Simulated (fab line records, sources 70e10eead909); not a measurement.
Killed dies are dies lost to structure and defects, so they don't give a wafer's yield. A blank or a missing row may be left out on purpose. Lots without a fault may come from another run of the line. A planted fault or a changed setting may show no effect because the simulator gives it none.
fab line records | flow nand_harc | part 1 of 2: steps 1 to 4 of 6
record lots=23 wafers=69 last_day=24
route steps=1159 shown A_CHANNEL_FILL_D1@495 A_STAIRCASE@581
lots that met no fault: from a run of the same line without faults
start_h: hours from the record's first day to the start of the lot's first wafer shown | wait_h: hours since the lot's step before | " the same as in the row above | L1.1+2: a row that stands for several wafers | - no value, or no start given | * or withheld: withheld | < > ~ a bound
route shown NAME@n: a module of which the file shows steps, and the number in the route of the first | usual: mean/standard deviation of fault-free wafers | same: alike in all rows | chamber/n: place in a boat | sites: the reading at each site | _std_site: their standard deviation | _edge_site: outer sites' mean less inner sites' | radius_mm: how far each site lies from the wafer's centre | mask NAME#n: copy n | behind: the tool/chamber that last shaped the wafer | hold: why the lot was held/for how many hours/how that ended | device: the transistor (n, p or np) that didn't switch | end of line: the same wafers' tests at the end of the route | a step without rows: its recipe alone | killed: dies lost to structure and defects at the first sort, not the wafer's yield | map: a wafer's dies, x killed, . not, _ none there
set.NAME: the setting as run; set.NAME@STEP: as run at that earlier step | model.NAME: the simulator's own value behind a step, which no gauge read
steps of the route over a sample of lots; a table a step, a row a wafer
services: from which hour (start_h, from the record's first day; less than 0 if before it) a tool's chamber was out of use, for how many hours, and why
## steps
# step NHARC_A_CHANNEL_FILL_D1_ALD_15
# recipe target_thk_a=20 pulse_time_s=60 ald_cycles=19 temp_c=630 pressure_torr=2 material=SiNx
# usual precursor_pulse_height_rel=1.001/0.018
# columns lot.wafer tool chamber start_h wait_h precursor_pulse_height_rel
L074.1 ald_sin_batch-02 0 192.71 3.1 0.994
L074.3 " 0 " " 0.984
L074.5 " 0 " " 0.990
L075.2 ald_sin_batch-02 0 - - 1.004
L075.3 " 0 " " 1.003
L075.6 " 0 " " 0.977
L076.1 ald_sin_batch-02 0 - - 1.016
L076.2 " 0 " " 0.999
L076.5 " 0 " " 1.004
L077.3 ald_sin_batch-02 0 - - 1.015
L077.4 " 0 " " 1.010
L077.5 " 0 " " 0.988
L078.2 ald_sin_batch-02 0 - - 1.000
L078.5 " 0 " " 0.997
L078.6 " 0 " " 1.004
L079.1 ald_sin_batch-01 0 - - 1.029
L079.4 " 0 " " 1.002
L079.6 " 0 " " 1.001
L080.1 ald_sin_batch-01 0 - - 0.998
L080.2 " 0 " " 1.004
L080.6 " 0 " " 1.014
L082.3 ald_sin_batch-01 0 - - 0.987
L082.4 " 0 " " 1.016
L082.6 " 0 " " 1.016
L083.3 ald_sin_batch-01 0 - - 1.009
L083.4 " 0 " " 1.033
L083.6 " 0 " " 0.993
L081.1 ald_sin_batch-03 0 - - 0.991
L081.3 " 0 " " 1.002
L081.6 " 0 " " 1.011
L084.2 ald_sin_batch-01 0 - - 0.964
L084.3 " 0 " " 1.012
L084.6 " 0 " " 1.010
L086.2 ald_sin_batch-02 0 - - 0.992
L086.4 " 0 " " 0.965
L086.5 " 0 " " 1.008
L087.1 ald_sin_batch-02 0 - - 0.988
L087.2 " 0 " " 0.965
L087.3 " 0 " " 1.038
L088.2 ald_sin_batch-01 0 - - 0.982
L088.5 " 0 " " 0.998
L088.6 " 0 " " 1.028
L089.1 ald_sin_batch-01 0 - - 0.970
L089.4 " 0 " " 1.027
L089.5 " 0 " " 1.017
L090.1 ald_sin_batch-03 0 - - 1.000
L090.2 " 0 " " 1.027
L090.4 " 0 " " 0.974
L092.1 ald_sin_batch-03 0 - - 0.986
L092.2 " 0 " " 1.028
L092.4 " 0 " " 1.005
L091.1 ald_sin_batch-01 0 - - 1.009
L091.3 " 0 " " 1.013
L091.5 " 0 " " 1.037
L093.1 ald_sin_batch-03 0 - - 0.970
L093.2 " 0 " " 0.968
L093.3 " 0 " " 1.007
L094.1 ald_sin_batch-02 0 - - 1.016
L094.3 " 0 " " 0.984
L094.5 " 0 " " 1.012
L095.2 ald_sin_batch-02 0 - - 0.983
L095.4 " 0 " " 1.022
L095.5 " 0 " " 1.019
L097.1 ald_sin_batch-02 0 - - 1.013
L097.2 " 0 " " 0.981
L097.3 " 0 " " 1.018
L096.1 ald_sin_batch-01 0 - - 1.027
L096.4 " 0 " " 1.007
L096.5 " 0 " " 1.013
# step NHARC_A_CHANNEL_FILL_D1_STRIP_29
# recipe time_s=20 o2_flow_sccm=500 ar_flow_sccm=0 bias_w=0 chemistry=O2
# usual drypump_motor_current_A=5.5/0.31 oes_product_au=0.999/0.0069 rf_vpp_V=57.9/0.93 showerhead_plenum_p_Torr=3.64/0.075 throttle_valve_pct=17.035/0.0096
# columns lot.wafer tool chamber start_h wait_h drypump_motor_current_A oes_product_au rf_hours_counter_h rf_vpp_V showerhead_plenum_p_Torr throttle_valve_pct
L074.1 rie_diel-03 0 - - 5.5 1.005 0.3 58.3 3.70 17.027
L074.3 " 3 " " 5.5 1.006 0.3 58.4 3.55 17.042
L074.5 " 1 " " 5.4 1.015 - 60.2 3.70 17.057
L075.2 rie_diel-03 1 - - 5.4 1.007 0.4 57.6 3.70 17.037
L075.3 " 3 " " 5.5 1.005 0.3 58.4 3.55 17.017
L075.6 " 2 " " 5.8 0.995 - 58.4 3.74 17.024
L076.2 rie_diel-08 3 - - 6.1 0.995 2.5 56.7 3.62 17.038
L076.1 " 0 " " 5.2 0.990 2.6 58.8 3.71 17.034
L076.5 " 3 " " 6.1 0.996 - 60.3 3.62 17.038
L078.2 rie_diel-03 2 - - 5.8 0.996 0.7 57.8 3.74 17.040
L078.6 " 3 " " 5.5 1.003 - 56.3 3.55 17.034
L078.5 " 0 " " 5.5 1.001 - 56.2 3.70 17.040
L077.4 rie_diel-08 0 - - 5.2 0.983 2.7 58.5 3.71 17.040
L077.3 " 2 " " 5.3 1.005 2.6 58.0 3.55 17.021
L077.5 " 3 " " 6.1 0.987 - 57.5 3.62 17.034
L079.4 rie_diel-08 3 - - 6.1 0.996 3.2 57.4 3.62 17.034
L079.1 " 0 " " 5.2 0.987 3.3 58.6 3.71 17.030
L079.6 " 1 " " 5.2 0.992 - 58.0 3.61 17.019
L080.1 rie_diel-03 0 - - 5.5 1.006 1.5 59.0 3.70 17.037
L080.2 " 3 " " 5.5 1.006 1.5 57.2 3.55 17.047
L080.6 " 0 " " 5.5 1.009 - 58.1 3.70 17.026
L083.3 rie_diel-08 2 - - 5.3 0.991 3.2 59.0 3.55 17.039
L083.4 " 0 " " 5.2 0.994 3.4 59.4 3.71 17.014
L083.6 " 2 " " 5.3 0.999 - 57.9 3.55 17.041
L082.4 rie_diel-03 3 - - 5.5 1.009 1.7 56.8 3.55 17.048
L082.3 " 1 " " 5.5 1.006 1.8 58.1 3.70 17.036
L082.6 " 3 " " 5.5 0.998 - 58.5 3.55 17.039
L081.3 rie_diel-03 1 - - 5.4 1.005 1.9 57.5 3.70 17.033
L081.1 " 3 " " 5.5 1.002 1.9 58.4 3.55 17.058
L081.6 " 1 " " 5.4 1.001 - 58.4 3.70 17.030
L084.3 rie_diel-08 3 - - 6.1 1.006 3.8 56.2 3.62 17.029
L084.2 " 0 " " 5.2 0.987 3.8 56.3 3.71 17.026
L084.6 " 2 " " 5.3 1.011 - 58.9 3.55 17.030
L087.2 rie_diel-03 3 - - 5.5 0.992 2.8 59.0 3.55 17.025
L087.1 " 0 " " 5.5 1.001 2.9 58.8 3.70 17.024
L087.3 " 1 " " 5.4 1.009 2.9 58.0 3.70 17.033
L086.2 rie_diel-07 2 - - 5.8 0.995 11.5 56.9 3.58 17.039
L086.4 " 1 " " 5.9 1.001 12.0 56.3 3.36 17.035
L086.5 " 2 " " 5.8 0.993 - 57.0 3.58 17.054
L088.2 rie_diel-03 1 - - 5.5 1.008 3.0 57.2 3.70 17.041
L088.5 " 2 " " 5.8 0.999 - 58.0 3.74 17.042
L088.6 " 3 " " 5.5 1.002 - 56.0 3.55 17.018
L089.1 rie_diel-08 3 - - 6.1 1.006 0.2 57.7 3.62 17.033
L089.4 " 2 " " 5.3 1.014 0.3 57.3 3.55 17.035
L089.5 " 0 " " 5.2 0.988 - 57.7 3.71 17.025
L090.2 rie_diel-08 2 - - 5.3 1.000 0.3 58.0 3.55 17.047
L090.1 " 3 " " 6.1 1.002 0.3 58.2 3.62 17.035
L090.4 " 1 " " 5.2 1.003 0.3 57.6 3.61 17.046
L092.4 rie_diel-08 2 - - 5.3 1.011 0.4 56.5 3.55 17.034
L092.2 " 3 " " 6.1 0.995 0.4 57.7 3.62 17.025
L092.1 " 0 " " 5.2 0.990 0.3 57.6 3.71 17.029
L091.3 rie_diel-03 1 - - 5.4 1.002 3.5 58.4 3.70 17.024
L091.1 " 3 " " 5.5 1.002 3.2 56.5 3.55 17.031
L091.5 " 2 " " 5.8 1.005 - 58.2 3.74 17.034
L093.3 rie_diel-08 2 - - 5.3 0.993 0.7 56.8 3.55 17.020
L093.1 " 3 " " 6.1 1.007 0.8 59.1 3.62 17.041
L093.2 " 0 " " 5.2 0.992 0.7 59.5 3.71 17.039
L094.3 rie_diel-08 2 - - 5.3 1.009 1.1 57.4 3.55 17.020
L094.1 " 0 " " 5.2 0.999 0.9 59.0 3.71 17.041
L094.5 " 2 " " 5.3 1.004 - 56.7 3.55 17.038
L095.2 rie_diel-03 1 - - 5.4 0.994 5.5 58.9 3.70 17.043
L095.4 " 3 " " 5.5 1.001 5.1 58.5 3.55 17.037
L095.5 " 1 " " 5.4 1.006 - 58.7 3.70 17.034
L096.1 rie_diel-08 0 - - 5.2 0.988 1.4 59.3 3.71 17.040
L096.4 " 1 " " 5.1 1.009 1.3 59.8 3.61 17.043
L096.5 " 3 " " 6.1 0.996 - 57.2 3.62 17.032
L097.1 rie_diel-03 0 - - 5.5 1.004 5.2 57.8 3.70 17.017
L097.3 " 2 " " 5.7 0.989 5.6 58.9 3.74 17.037
L097.2 " 3 " " 5.5 1.000 5.2 58.8 3.55 17.041
# step NHARC_A_STAIRCASE_TRIM_187
# recipe time_s=211.2 o2_flow_sccm=500 ar_flow_sccm=0 bias_w=0 chemistry=O2
# usual drypump_motor_current_A=5.7/0.41 oes_product_au=0.998/0.0077 rf_vpp_V=58.0/0.92 showerhead_plenum_p_Torr=3.58/0.14 throttle_valve_pct=17.036/0.0083
# columns lot.wafer tool chamber start_h wait_h drypump_motor_current_A oes_product_au rf_hours_counter_h rf_vpp_V showerhead_plenum_p_Torr throttle_valve_pct
L074.1 rie_diel-06 2 239.71 0.1 5.3 0.987 64 58.7 3.49 17.034
L074.3 " 3 " " 5.3 0.993 72 57.3 3.70 17.038
L074.5 " 2 " " 5.3 0.997 - 56.6 3.50 17.033
L076.2 rie_diel-11 3 244.15 0.1 5.8 1.008 18 58.6 3.36 17.041
L076.1 " 0 " " 5.5 1.011 18 58.8 3.70 17.048
L076.5 " 0 " " 5.5 1.010 - 58.9 3.70 17.036
L075.2 rie_diel-11 0 244.51 0.2 5.5 1.006 18 58.7 3.70 17.043
L075.3 " 3 " " 5.7 0.993 18 58.0 3.36 17.047
L075.6 " 0 " " 5.4 1.006 - 56.2 3.70 17.039
L078.2 rie_diel-11 0 252.01 0.1 5.4 1.004 22 57.9 3.70 17.038
L078.6 " 0 " " 5.5 1.004 - 58.2 3.70 17.029
L078.5 " 1 " " 6.4 0.990 - 58.4 3.60 17.035
L077.3 rie_diel-06 0 252.21 0.1 6.3 0.983 0 58.5 3.47 17.037
L077.4 " 2 " " 5.3 1.003 1 58.2 3.49 17.045
L077.5 " 0 " " 6.3 0.984 - 57.7 3.47 17.032
L080.1 rie_diel-06 3 271.94 0.1 5.4 0.990 8 58.4 3.69 17.049
L080.2 " 0 " " 6.3 0.990 9 57.4 3.46 17.042
L080.6 " 0 " " 6.3 0.981 - 57.9 3.46 17.037
L079.1 rie_diel-01 3 272.13 0.1 5.8 1.008 48 57.3 3.50 17.032
L079.4 " 3 " " 5.8 1.012 - 57.4 3.50 17.041
L079.6 " 1 " " 6.0 0.997 - 54.7 3.30 17.053
L083.3 rie_diel-06 1 283.80 0.1 5.4 1.014 12 56.7 3.72 17.033
L083.4 " 2 " " 5.3 1.004 13 57.5 3.49 17.043
L083.6 " 3 " " 5.3 1.007 - 58.9 3.69 17.028
L082.3 rie_diel-11 0 284.37 0.1 5.5 1.004 33 60.1 3.69 17.034
L082.4 " 2 " " 5.5 1.008 33 57.9 3.79 17.037
L082.6 " 3 " " 5.7 1.001 - 59.4 3.35 17.051
L081.3 rie_diel-06 0 290.32 0.2 6.2 1.004 16 58.1 3.46 17.042
L081.1 " 1 " " 5.5 1.001 14 60.5 3.72 17.031
L081.6 " 3 " " 5.4 0.996 - 58.3 3.69 17.026
L084.2 rie_diel-06 0 299.96 0.1 6.3 0.994 19 58.6 3.46 17.028
L084.3 " 2 " " 5.3 1.013 18 58.3 3.48 17.036
L084.6 " 1 " " 5.4 1.003 - 59.7 3.72 17.036
L087.1 rie_diel-11 2 316.32 0.1 5.5 1.000 45 57.9 3.78 17.030
L087.3 " 3 " " 5.8 1.000 45 56.8 3.34 17.025
L087.2 " 1 " " 6.4 0.986 43 58.0 3.58 17.021
L086.4 rie_diel-11 2 316.75 0.1 5.5 0.988 46 57.1 3.78 17.035
L086.2 " 1 " " 6.4 0.984 44 57.3 3.58 17.040
L086.5 " 2 " " 5.5 0.999 - 57.6 3.78 17.015
L088.2 rie_diel-11 2 330.06 0.2 5.5 1.010 52 59.8 3.78 17.042
L088.5 " 1 " " 6.4 1.003 - 57.2 3.58 17.040
L088.6 " 2 " " 5.5 0.998 - 58.6 3.78 17.034
L089.4 rie_diel-06 3 330.10 0.1 5.4 0.998 32 58.0 3.68 17.046
L089.1 " 1 " " 5.5 1.004 37 59.1 3.70 17.039
L089.5 " 2 " " 5.3 1.005 - 57.1 3.48 17.032
L091.3 rie_diel-06 3 334.13 0.1 5.4 0.997 34 58.8 3.68 17.023
L091.1 " 1 " " 5.5 0.996 39 59.3 3.70 17.049
L091.5 " 2 " " 5.3 0.990 - 56.7 3.47 17.031
L092.2 rie_diel-11 2 335.76 0.1 5.5 0.983 55 58.0 3.78 17.036
L092.1 " 3 " " 5.7 0.997 55 55.5 3.34 17.043
L092.4 " 0 " " 5.5 0.998 54 58.6 3.68 17.040
L090.2 rie_diel-11 3 336.11 0.2 5.7 1.004 55 57.3 3.34 17.028
L090.4 " 0 " " 5.5 0.989 54 59.4 3.68 17.050
L090.1 " 1 " " 6.4 0.976 53 58.1 3.58 17.040
L093.1 rie_diel-06 3 344.16 0.1 5.4 0.996 38 58.5 3.68 17.048
L093.3 " 1 " " 5.4 1.007 43 59.7 3.70 17.019
L093.2 " 2 " " 5.3 0.998 40 58.1 3.47 17.037
L094.3 rie_diel-01 0 357.52 0.1 6.4 1.014 8 58.0 3.64 17.025
L094.1 " 1 " " 5.9 0.995 12 59.0 3.80 17.039
L094.5 " 0 " " 6.4 1.009 - 58.0 3.64 17.037
L096.1 rie_diel-06 1 367.33 0.1 5.5 0.992 51 58.4 3.70 17.033
L096.4 " 3 " " 5.4 0.999 47 59.1 3.67 17.042
L096.5 " 1 " " 5.5 0.999 - 59.1 3.70 17.026
L097.1 rie_diel-06 1 368.00 0.1 5.5 1.010 51 57.4 3.70 17.031
L097.2 " 2 " " 5.3 1.005 49 56.9 3.47 17.046
L097.3 " 3 " " 5.4 1.011 47 59.2 3.67 17.040
L095.2 rie_diel-06 1 369.43 0.1 5.5 1.002 52 58.4 3.70 17.046
L095.4 " 3 " " 5.4 0.989 48 57.6 3.67 17.030
L095.5 " 1 " " 5.5 0.997 - 58.8 3.70 17.046
# step NHARC_A_STAIRCASE_TRIM_196
# recipe time_s=211.2 o2_flow_sccm=500 ar_flow_sccm=0 bias_w=0 chemistry=O2
# usual drypump_motor_current_A=5.7/0.4 oes_product_au=0.998/0.0077 rf_vpp_V=57.9/0.91 showerhead_plenum_p_Torr=3.58/0.14 throttle_valve_pct=17.036/0.0096
# columns lot.wafer tool chamber start_h wait_h drypump_motor_current_A oes_product_au rf_hours_counter_h rf_vpp_V showerhead_plenum_p_Torr throttle_valve_pct
L074.3 rie_diel-11 2 241.19 0.1 5.5 1.010 16 59.0 3.80 17.040
L074.1 " 3 " " 5.7 0.991 16 57.4 3.36 17.036
L074.5 " 0 " " 5.5 1.016 - 58.7 3.70 17.044
L076.1 rie_diel-11 2 245.60 0.1 5.5 0.988 19 56.3 3.80 17.039
L076.2 " 0 " " 5.4 1.003 19 55.5 3.70 17.034
L076.5 " 3 " " 5.8 0.994 - 56.4 3.36 17.037
L075.2 rie_diel-01 3 246.16 0.1 5.8 0.998 40 59.5 3.50 17.039
L075.3 " 0 " " 6.4 0.996 38 58.0 3.66 17.031
L075.6 " 3 " " 5.8 1.001 - 56.0 3.50 17.055
L078.2 rie_diel-11 2 253.09 0.1 5.5 1.006 22 57.0 3.80 17.039
L078.5 " 0 " " 5.5 1.002 - 57.6 3.70 17.038
L078.6 " 1 " " 6.4 0.984 - 58.1 3.60 17.038
L077.3 rie_diel-06 3 253.22 0.1 5.4 0.993 1 59.4 3.70 17.044
L077.4 " 0 " " 6.3 0.994 1 58.3 3.47 17.048
L077.5 " 0 " " 6.3 0.978 - 58.0 3.47 17.044
L080.2 rie_diel-11 1 273.09 0.1 6.4 0.994 30 58.2 3.59 17.040
L080.1 " 0 " " 5.4 0.994 30 57.9 3.69 17.036
L080.6 " 1 " " 6.4 0.993 - 59.0 3.59 17.028
L079.1 rie_diel-11 1 273.99 0.1 6.4 0.997 30 57.8 3.59 17.042
L079.4 " 2 " " 5.5 0.999 30 59.1 3.79 17.039
L079.6 " 1 " " 6.4 1.000 - 59.7 3.59 17.026
L083.3 rie_diel-06 3 284.82 0.1 5.4 0.995 12 58.3 3.69 17.038
L083.4 " 1 " " 5.4 0.991 12 59.4 3.72 17.038
L083.6 " 2 " " 5.3 0.992 - 57.9 3.49 17.028
L082.3 rie_diel-01 0 286.16 0.2 6.4 1.009 57 58.3 3.65 17.047
L082.6 " 0 " " 6.4 1.014 - 57.8 3.65 17.037
L082.4 " 1 " " 6.0 0.988 - 57.9 3.30 17.030
L081.1 rie_diel-11 2 291.51 0.1 5.5 1.000 36 58.7 3.79 17.037
L081.3 " 0 " " 5.5 1.007 36 57.8 3.69 17.043
L081.6 " 1 " " 6.4 1.004 - 58.2 3.59 17.029
L084.3 rie_diel-06 1 301.15 0.1 5.4 1.005 17 57.4 3.72 17.041
L084.2 " 2 " " 5.3 1.007 19 56.8 3.48 17.042
L084.6 " 1 " " 5.4 1.002 - 56.5 3.72 17.048
L087.2 rie_diel-06 0 317.46 0.1 6.3 0.985 32 56.3 3.45 17.028
L087.3 " 1 " " 5.4 1.000 31 57.6 3.71 17.031
L087.1 " 2 " " 5.3 1.002 29 57.9 3.48 17.025
L086.4 rie_diel-06 3 317.94 0.1 5.4 0.989 27 57.6 3.68 17.030
L086.2 " 2 " " 5.3 1.001 29 57.3 3.48 17.016
L086.5 " 3 " " 5.4 0.996 - 58.5 3.68 17.036
L089.1 rie_diel-01 1 331.29 0.1 5.9 1.008 2 58.3 3.81 17.040
L089.4 " 2 " " 5.7 1.012 - 58.0 3.40 17.025
L089.5 " 1 " " 6.0 1.009 - 58.6 3.81 17.032
L088.2 rie_diel-06 3 332.39 0.1 5.3 0.988 33 57.0 3.68 17.026
L088.5 " 2 " " 5.3 0.999 - 57.0 3.47 17.042
L088.6 " 3 " " 5.3 0.991 - 57.7 3.68 17.041
L091.1 rie_diel-06 0 335.16 0.1 6.3 0.999 40 56.9 3.45 17.046
L091.3 " 2 " " 5.3 1.001 36 57.7 3.47 17.022
L091.5 " 3 " " 5.3 1.000 - 57.3 3.68 17.046
L092.1 rie_diel-06 2 337.17 0.1 5.3 0.991 37 57.6 3.47 17.038
L092.4 " 0 " " 6.3 0.992 41 57.6 3.45 17.031
L092.2 " 1 " " 5.4 0.998 40 59.8 3.70 17.046
L090.2 rie_diel-11 3 337.59 0.1 5.7 1.010 56 57.7 3.34 17.038
L090.1 " 1 " " 6.4 0.998 54 57.7 3.58 17.056
L090.4 " 2 " " 5.5 1.008 56 58.8 3.78 17.031
L093.3 rie_diel-06 1 345.19 0.1 5.4 1.012 43 57.6 3.70 17.032
L093.1 " 3 " " 5.4 1.007 39 57.3 3.68 17.023
L093.2 " 0 " " 6.3 0.996 44 58.0 3.44 17.028
L094.3 rie_diel-01 3 359.20 0.1 5.8 0.987 13 57.6 3.48 17.034
L094.1 " 0 " " 6.4 1.001 9 58.6 3.64 17.035
L094.5 " 3 " " 5.8 1.008 - 57.7 3.48 17.060
L096.4 rie_diel-01 2 368.44 0.1 5.7 1.006 17 59.0 3.39 17.036
L096.1 " 0 " " 6.4 0.990 12 58.4 3.64 17.047
L096.5 " 1 " " 6.0 0.996 - 56.4 3.80 17.042
L097.3 rie_diel-06 0 369.18 0.1 6.3 1.005 52 56.5 3.44 17.033
L097.1 " 2 " " 5.2 1.010 50 55.9 3.47 17.017
L097.2 " 3 " " 5.4 0.995 48 57.9 3.67 17.026
L095.2 rie_diel-06 2 370.56 0.1 5.3 0.996 51 57.3 3.47 17.046
L095.4 " 3 " " 5.4 0.996 49 58.3 3.67 17.045
L095.5 " 3 " " 5.4 0.995 - 57.9 3.67 17.040
